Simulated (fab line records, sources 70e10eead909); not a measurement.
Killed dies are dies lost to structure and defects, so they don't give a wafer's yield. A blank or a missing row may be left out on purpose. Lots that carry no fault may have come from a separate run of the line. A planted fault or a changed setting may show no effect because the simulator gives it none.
fab line records    flow nand-harc
record lots=11  wafers=33  last-day=33
route steps=1302 shown A_CHANNEL_HOLE_D2@597 A_CHANNEL_FILL_D2@615
lots that met no fault: from a run of the same line without faults
start-h: the number of hours between the record's first day and the start of the first shown wafer of the lot    wait-h: time in hours since the lot's previous step    " same as the row above    L1.1+2: several wafers, shown together as one row    - value missing, or start not given    * or withheld: withheld    < > ~ a bound
route shown NAME@n: names a module that has steps shown in the file, with the first one's number in the route    usual: average and standard deviation across the fault-free wafers    same: alike in all rows    chamber/n: place in a boat    sites: per-site readings    _std_site: how widely they spread, as a standard deviation    _edge_site: inner sites' mean taken away from outer sites' mean    radius-mm: how far each site lies from the wafer's centre    mask NAME#n: copy n    behind: the most recent tool/chamber to have shaped the wafer    hold: reason for holding the lot/hours on hold/outcome of the hold    device: the transistor (n, p or np) that didn't switch    end of line: the tests these same wafers got at the end of their route    where a step has no rows: the recipe by itself    killed: dies lost to structure and defects at the first sort, not the wafer's yield    map: a wafer's dies, x killed, . not, _ none there
set.NAME: the setting as run; set.NAME@STEP: as run at that earlier step    model.NAME: the simulator's own value behind a step, which no gauge read
the route's steps for a sample of lots (tables are steps, rows are wafers)
services: the hour from which a tool's chamber was out of use, counted from the record's first day as start-h (under 0 if before that day), plus the number of hours and why
## steps
# step NHARC_A_CHANNEL_HOLE_D2_ETCH_25
# recipe bias-v=5000  source-w=withheld  pressure-mtorr=20  time-s=1040.2  ar-flow-sccm=375  c4f8-flow-sccm=93.8  o2-flow-sccm=31.2  temp-c=-20  target-depth-a=15000  chemistry=C4F8/O2/Ar
# usual drypump-motor-current-A=5.3/0.46  showerhead-plenum-p-Torr=3.60/0.14  throttle-valve-pct=32.235/0.0084
lot.wafer  tool         chamber  start-h  wait-h  drypump-motor-current-A  rf-hours-counter-h  showerhead-plenum-p-Torr  throttle-valve-pct
L768.1     har-etch-01  0        306.97   0.7     5.6                      160                 3.48                      32.235
L768.4     "            0        "        "       5.6                      -                   3.48                      32.236
L768.5     "            1        "        "       4.8                      -                   3.62                      32.221
L769.1     har-etch-01  1        326.79   0.6     4.8                      164                 3.62                      32.240
L769.4     "            1        "        "       4.8                      -                   3.62                      32.238
L769.3     "            0        "        "       5.6                      -                   3.47                      32.231
L772.2     har-etch-02  1        337.63   0.6     5.9                      384                 3.71                      32.241
L772.1     "            0        "        "       4.9                      369                 3.59                      32.238
L772.6     "            0        "        "       4.9                      -                   3.59                      32.236
L770.2     har-etch-01  1        339.87   0.6     4.7                      176                 3.61                      32.229
L770.4     "            0        "        "       5.6                      -                   3.47                      32.248
L770.6     "            0        "        "       5.6                      -                   3.47                      32.249
L771.1     har-etch-02  1        341.93   0.7     5.9                      388                 3.71                      32.224
L771.4     "            1        "        "       5.9                      -                   3.71                      32.218
L771.6     "            0        "        "       4.9                      -                   3.59                      32.223
L779.1     har-etch-01  0        428.50   0.6     5.6                      229                 3.44                      32.234
L779.4     "            1        "        "       4.7                      -                   3.59                      32.235
L779.6     "            1        "        "       4.7                      -                   3.59                      32.223
L780.1     har-etch-01  1        445.85   0.6     4.8                      241                 3.58                      32.237
L780.4     "            1        "        "       4.7                      -                   3.58                      32.243
L780.3     "            0        "        "       5.6                      -                   3.43                      32.237
L788.1     har-etch-01  0        504.45   0.7     5.6                      275                 3.42                      32.234
L788.3     "            1        "        "       4.8                      -                   3.56                      32.228
L788.5     "            0        "        "       5.6                      -                   3.42                      32.240
L787.1     har-etch-02  1        504.80   0.7     5.9                      67                  3.66                      32.226
L787.4     "            0        "        "       4.9                      -                   3.89                      32.246
L787.6     "            1        "        "       5.9                      -                   3.66                      32.245
L789.1     har-etch-01  0        508.46   0.6     5.6                      279                 3.41                      32.243
L789.2     "            1        "        "       4.8                      279                 3.56                      32.239
L789.4     "            1        "        "       4.8                      -                   3.56                      32.235
L790.1     har-etch-02  0        526.96   0.7     4.9                      79                  3.88                      32.227
L790.4     "            0        "        "       4.9                      -                   3.88                      32.235
L790.6     "            1        "        "       5.9                      -                   3.66                      32.235
# step NHARC_A_CHANNEL_HOLE_D2_ETCH_27
# recipe bias-v=400  source-w=2000  pressure-mtorr=25  time-s=90  ar-flow-sccm=375  c4f8-flow-sccm=41.7  o2-flow-sccm=83.3  temp-c=-20  target-depth-a=4000  chemistry=C4F8/O2/Ar
# usual drypump-motor-current-A=5.3/0.46  showerhead-plenum-p-Torr=3.64/0.15  throttle-valve-pct=27.620/0.0088
lot.wafer  tool         chamber  start-h  wait-h  drypump-motor-current-A  rf-hours-counter-h  showerhead-plenum-p-Torr  throttle-valve-pct
L768.1     har-etch-01  0        307.92   0.2     5.6                      161                 3.51                      27.621
L768.4     "            0        "        "       5.6                      -                   3.51                      27.631
L768.5     "            1        "        "       4.7                      -                   3.66                      27.613
L769.1     har-etch-01  1        327.88   0.2     4.8                      165                 3.66                      27.624
L769.4     "            1        "        "       4.8                      -                   3.66                      27.609
L769.3     "            0        "        "       5.6                      -                   3.51                      27.630
L772.2     har-etch-02  1        338.71   0.2     5.8                      385                 3.76                      27.615
L772.1     "            0        "        "       4.9                      370                 3.63                      27.626
L772.6     "            0        "        "       4.9                      -                   3.63                      27.626
L770.2     har-etch-01  1        340.82   0.2     4.8                      177                 3.66                      27.622
L770.4     "            0        "        "       5.6                      -                   3.50                      27.610
L770.6     "            0        "        "       5.6                      -                   3.50                      27.625
L771.1     har-etch-02  1        342.89   0.2     5.8                      389                 3.76                      27.621
L771.4     "            1        "        "       5.9                      -                   3.76                      27.613
L771.6     "            0        "        "       4.9                      -                   3.63                      27.624
L779.1     har-etch-01  0        429.58   0.2     5.6                      230                 3.48                      27.625
L779.4     "            1        "        "       4.8                      -                   3.63                      27.626
L779.6     "            1        "        "       4.8                      -                   3.63                      27.617
L780.1     har-etch-01  1        446.91   0.2     4.7                      242                 3.62                      27.611
L780.4     "            1        "        "       4.7                      -                   3.62                      27.610
L780.3     "            0        "        "       5.6                      -                   3.47                      27.627
L788.1     har-etch-01  0        505.41   0.2     5.6                      276                 3.45                      27.622
L788.3     "            1        "        "       4.8                      -                   3.60                      27.619
L788.5     "            0        "        "       5.6                      -                   3.45                      27.603
L787.1     har-etch-02  1        505.76   0.2     5.8                      68                  3.70                      27.621
L787.4     "            0        "        "       4.9                      -                   3.94                      27.630
L787.6     "            1        "        "       5.9                      -                   3.70                      27.624
L789.1     har-etch-01  0        509.54   0.2     5.6                      280                 3.45                      27.637
L789.2     "            1        "        "       4.8                      280                 3.60                      27.619
L789.4     "            1        "        "       4.8                      -                   3.60                      27.620
L790.1     har-etch-02  0        527.93   0.2     4.9                      80                  3.93                      27.623
L790.4     "            0        "        "       4.9                      -                   3.93                      27.620
L790.6     "            1        "        "       5.9                      -                   3.70                      27.625
# step NHARC_A_CHANNEL_FILL_D2_ALD_15
# recipe target-thk-a=20  pulse-time-s=60  ald-cycles=19  temp-c=630  pressure-torr=2  material=SiNx
# usual ald-cycles=19/0  precursor-pulse-height-rel=1.000/0.019
lot.wafer  tool              chamber  start-h  wait-h  ald-cycles  precursor-pulse-height-rel
L768.1     ald-sin-batch-02  0        320.87   -       19          1.005
L768.4     "                 0        "        "       19          1.029
L768.5     "                 0        "        "       19          0.996
L769.1     ald-sin-batch-02  0        339.96   -       19          1.009
L769.3     "                 0        "        "       19          0.985
L769.4     "                 0        "        "       19          1.005
L772.1     ald-sin-batch-02  0        350.81   -       19          0.995
L772.2     "                 0        "        "       19          1.020
L772.6     "                 0        "        "       19          0.996
L770.2     ald-sin-batch-01  0        354.17   -       19          1.017
L770.4     "                 0        "        "       19          1.011
L770.6     "                 0        "        "       19          0.958
L771.1     ald-sin-batch-01  0        354.17   -       19          0.979
L771.4     "                 0        "        "       19          0.973
L771.6     "                 0        "        "       19          0.985
L779.1     ald-sin-batch-01  0        441.62   -       21          1.024
L779.4     "                 0        "        "       21          1.013
L779.6     "                 0        "        "       21          1.000
L780.1     ald-sin-batch-01  0        458.27   -       21          0.970
L780.3     "                 0        "        "       21          1.007
L780.4     "                 0        "        "       21          1.020
L787.1     ald-sin-batch-03  0        520.21   -       19          0.993
L787.4     "                 0        "        "       19          0.999
L787.6     "                 0        "        "       19          1.009
L788.1     ald-sin-batch-03  0        520.21   -       19          1.003
L788.3     "                 0        "        "       19          1.002
L788.5     "                 0        "        "       19          0.966
L789.1     ald-sin-batch-03  0        520.21   -       19          0.983
L789.2     "                 0        "        "       19          0.999
L789.4     "                 0        "        "       19          1.009
L790.1     ald-sin-batch-02  0        539.97   -       19          1.005
L790.4     "                 0        "        "       19          1.008
L790.6     "                 0        "        "       19          1.026
# step NHARC_A_CHANNEL_FILL_D2_ALD_16
# recipe target-thk-a=15  pulse-time-s=10  ald-cycles=15  temp-c=300  material=SiO2
# usual heater-power-w=462/49  precursor-pulse-height-rel=1.000/0.018
lot.wafer  tool       chamber  start-h  wait-h  heater-power-w  precursor-pulse-height-rel
L768.4     ald-hk-02  0        323.10   0.2     528             0.995
L768.1     "          2        "        "       453             0.997
L768.5     "          0        "        "       517             0.980
L769.3     ald-hk-02  1        342.04   0.0     462             1.049
L769.1     "          2        "        "       449             1.025
L769.4     "          0        "        "       528             0.999
L772.2     ald-hk-03  1        352.97   0.1     472             0.983
L772.1     "          2        "        "       522             1.043
L772.6     "          0        "        "       531             0.987
L771.1     ald-hk-03  2        356.22   0.0     502             1.040
L771.4     "          3        "        "       494             0.984
L771.6     "          2        "        "       515             1.007
L770.2     ald-hk-01  0        356.22   0.0     394             0.993
L770.4     "          1        "        "       379             0.986
L770.6     "          1        "        "       381             1.021
L779.4     ald-hk-01  0        447.30   3.7     409             1.033
L779.1     "          1        "        "       376             0.980
L779.6     "          3        "        "       370             1.016
L780.1     ald-hk-01  3        460.32   0.0     360             0.990
L780.4     "          1        "        "       393             0.976
L780.3     "          2        "        "       415             1.019
L789.1     ald-hk-03  0        522.31   0.1     501             0.989
L789.4     "          1        "        "       444             0.984
L789.2     "          3        "        "       508             1.010
L787.4     ald-hk-02  0        522.31   0.1     511             0.983
L787.1     "          2        "        "       452             0.980
L787.6     "          3        "        "       480             0.994
L788.1     ald-hk-01  3        522.31   0.1     371             0.993
L788.3     "          1        "        "       396             0.986
L788.5     "          3        "        "       379             0.989
L790.1     ald-hk-02  1        542.01   0.0     460             1.013
L790.4     "          3        "        "       520             0.999
L790.6     "          2        "        "       439             0.980
# step NHARC_A_CHANNEL_FILL_D2_ETCHBACK_19
# recipe target-depth-a=50  time-s=1.7  hbr-flow-sccm=150  cl2-flow-sccm=50  rf-w=400  icp-w=400  bias-w=100  chemistry=HBr/Cl2
# usual drypump-motor-current-A=5.7/0.38  oes-product-au=1.005/0.014  throttle-valve-pct=26.406/0.0083
lot.wafer  tool       chamber  start-h  wait-h  drypump-motor-current-A  oes-product-au  rf-hours-counter-h  throttle-valve-pct
L768.4     rie-si-02  1        334.37   0.4     5.0                      0.992           0.3                 26.399
L768.1     "          3        "        "       5.9                      1.033           0.3                 26.399
L768.5     "          1        "        "       5.0                      0.995           -                   26.421
L769.1     rie-si-03  2        353.90   0.4     5.8                      1.001           0.7                 26.408
L769.3     "          3        "        "       5.8                      1.020           0.7                 26.389
L769.4     "          2        "        "       5.8                      1.004           -                   26.410
L772.2     rie-si-03  0        364.83   0.4     5.1                      1.003           0.7                 26.399
L772.1     "          3        "        "       5.8                      1.022           0.7                 26.417
L772.6     "          0        "        "       5.1                      1.013           -                   26.418
L771.4     rie-si-03  3        367.76   0.4     5.8                      1.013           0.7                 26.409
L771.1     "          2        "        "       5.8                      0.993           0.7                 26.405
L771.6     "          3        "        "       5.8                      1.017           -                   26.397
L770.4     rie-si-02  0        367.77   0.4     5.6                      1.011           0.6                 26.398
L770.2     "          1        "        "       5.0                      0.989           0.5                 26.402
L770.6     "          3        "        "       5.9                      1.012           -                   26.392
L779.4     rie-si-04  3        459.63   0.4     6.1                      1.005           0.7                 26.405
L779.1     "          0        "        "       5.9                      1.006           0.6                 26.407
L779.6     "          2        "        "       5.5                      1.004           -                   26.419
L780.3     rie-si-02  2        471.66   0.4     5.7                      1.020           0.1                 26.408
L780.4     "          3        "        "       5.9                      0.996           0.1                 26.400
L780.1     "          0        "        "       5.6                      1.007           0.1                 26.415
L789.1     rie-si-03  3        533.58   0.4     5.8                      0.993           0.6                 26.419
L789.2     "          0        "        "       5.1                      1.011           0.9                 26.402
L789.4     "          2        "        "       5.8                      1.005           0.7                 26.422
L788.1     rie-si-04  3        533.59   0.4     6.1                      0.994           0.0                 26.389
L788.3     "          0        "        "       5.9                      1.005           0.0                 26.400
L788.5     "          0        "        "       6.0                      0.995           -                   26.404
L787.1     rie-si-02  1        533.61   0.4     5.0                      0.987           0.4                 26.418
L787.4     "          2        "        "       5.7                      1.026           0.2                 26.412
L787.6     "          0        "        "       5.6                      1.006           -                   26.413
L790.1     rie-si-02  1        554.95   0.4     5.0                      0.989           0.5                 26.416
L790.4     "          3        "        "       5.9                      1.004           0.5                 26.402
L790.6     "          1        "        "       5.0                      0.995           -                   26.407
## services
tool              chamber  start-h  hours  kind
ald-sin-batch-03  -        305.54   8.4    repair
rie-si-04         -        309.76   0.5    repair
rie-si-04         -        342.00   9.0    pm
ald-hk-02         -        342.46   1.2    repair
rie-si-02         3        343.33   7.8    repair
rie-si-03         0        347.58   7.6    repair
ald-hk-02         -        350.04   10.0   pm
rie-si-04         0        354.07   12.3   repair
har-etch-02       -        377.00   17.0   pm
rie-si-02         -        387.27   0.1    repair
rie-si-02         0        390.76   1.5    repair
ald-hk-03         -        392.01   10.0   pm
rie-si-03         -        398.00   9.0    pm
rie-si-03         2        438.39   3.8    repair
rie-si-02         3        445.52   8.5    repair
rie-si-02         -        454.00   9.0    pm
rie-si-03         3        479.21   23.4   repair
rie-si-03         -        504.31   0.6    repair
ald-sin-batch-01  -        506.89   26.0   pm
rie-si-04         -        519.00   9.0    pm
rie-si-02         2        521.27   11.3   repair
har-etch-01       -        521.37   3.6    repair
ald-hk-02         -        522.51   1.1    repair
ald-hk-02         -        528.04   10.0   pm
## key
first-sign step=NHARC_A_CHANNEL_FILL_D2_ALD_15  reading=ald-cycles  direction=up  sigmas=99+  usual=19  struck=21
effect none on later readings
met-at NHARC_A_CHANNEL_FILL_D2_ALD_15,NHARC_A_CHANNEL_FILL_D2_ALD_16
struck-lots L779,L780
struck-wafers L779.1,L779.4,L779.6,L780.1,L780.3,L780.4
tester-left-out L779,L780
not-acting-at NHARC_A_CHANNEL_HOLE_D2_ETCH_25,NHARC_A_CHANNEL_HOLE_D2_ETCH_27,NHARC_A_CHANNEL_FILL_D2_ETCHBACK_19
onset-between 356.22 441.62
fault kind=process-parameter-drift  tool=ald-sin-batch-01  chamber=-  onset-h=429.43  steps=NHARC_A_CHANNEL_FILL_D2_ALD_15  channel=ald-cycles  offset=2  shape=step  end-h=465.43  acts-in=these-recipes-only  stated=19
fault kind=process-parameter-drift  tool=ald-hk-01  chamber=3  onset-h=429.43  steps=NHARC_A_CHANNEL_FILL_D2_ALD_16  channel=ald-cycles  offset=2  shape=step  end-h=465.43  acts-in=these-recipes-only  stated=15
# tester-left-out: of these lots the tester's yield and bins aren't shown, on N5 and GAA mostly nor the transistor test; their killed dies are dies lost to structure and defects alone, not to doping, threshold or leakage, so they don't give the yield
